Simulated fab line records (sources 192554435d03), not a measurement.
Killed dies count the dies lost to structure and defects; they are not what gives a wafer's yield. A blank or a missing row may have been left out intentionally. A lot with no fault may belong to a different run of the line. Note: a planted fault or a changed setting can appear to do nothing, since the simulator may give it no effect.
Chamber matching ; flow n5_finfet ; N5_HKMG_FIN_STRIP_34 on rie_diel-02 has 4 sister chambers
The step strips in CF4. 14 wafers are shown with their chamber, then 7 later ones without.

== WAFERS PAIRED WITH THEIR CHAMBERS ==
wafer;chamber;drypump_motor_current_A (A);showerhead_plenum_p_Torr (Torr);throttle_valve_pct (%)
L079.1;3;5.2;1.81;13.63
L079.2;2;6.3;1.88;13.34
L079.3;1;5.0;1.89;13.41
L080.2;2;6.4;1.88;13.35
L080.4;1;5.0;1.88;13.43
L080.5;2;6.4;1.88;13.34
L082.1;0;4.8;1.81;13.53
L082.4;3;5.2;1.81;13.67
L082.6;1;5.0;1.88;13.45
L085.1;3;5.2;1.81;13.69
L085.2;0;4.9;1.80;13.52
L085.3;1;5.0;1.88;13.46
L090.1;3;5.2;1.80;13.71
L090.2;2;6.4;1.87;13.36

SIGNATURES, as means of the wafers listed above
reading;chamber 0;chamber 1;chamber 2;chamber 3;scatter within a chamber
drypump_motor_current_A;4.850;5.000;6.375;5.200;0.0354
showerhead_plenum_p_Torr;1.8050;1.8825;1.8775;1.8075;0.00524
throttle_valve_pct;13.5250;13.4375;13.3475;13.6750;0.023
Rule: a wafer lies at a distance from a chamber equal to the root of the sum of squares, over the readings, of (its reading less the chamber's mean, divided by the reading's scatter). If the next closest chamber is less than 2 further off than the closest, the wafer can't be placed; otherwise it belongs to the closest. How the scatter is found: for the shown wafers, subtract from each reading the mean of its chamber, square and add these, divide the total by (wafers less chambers), then take the root.

== WAFERS WHOSE CHAMBER IS MISSING ==
wafer;drypump_motor_current_A (A);showerhead_plenum_p_Torr (Torr);throttle_valve_pct (%)
L090.3;5.0;1.88;13.47
L094.2;4.9;1.80;13.55
L094.3;6.4;1.87;13.41
L094.5;5.0;1.88;13.48
L096.1;4.9;1.80;13.57
L096.4;6.4;1.87;13.42
L096.6;4.9;1.80;13.58

== WHICH CHAMBER EACH WENT THROUGH ==
wafer;from the rows above;in truth
L090.3;1;1
L094.2;0;0
L094.3;2;2
L094.5;1;1
L096.1;0;0
L096.4;2;2
L096.6;0;0
Correct placement for 7 of the 7. Number that these rows cannot place: 0. Number placed wrongly: 0.
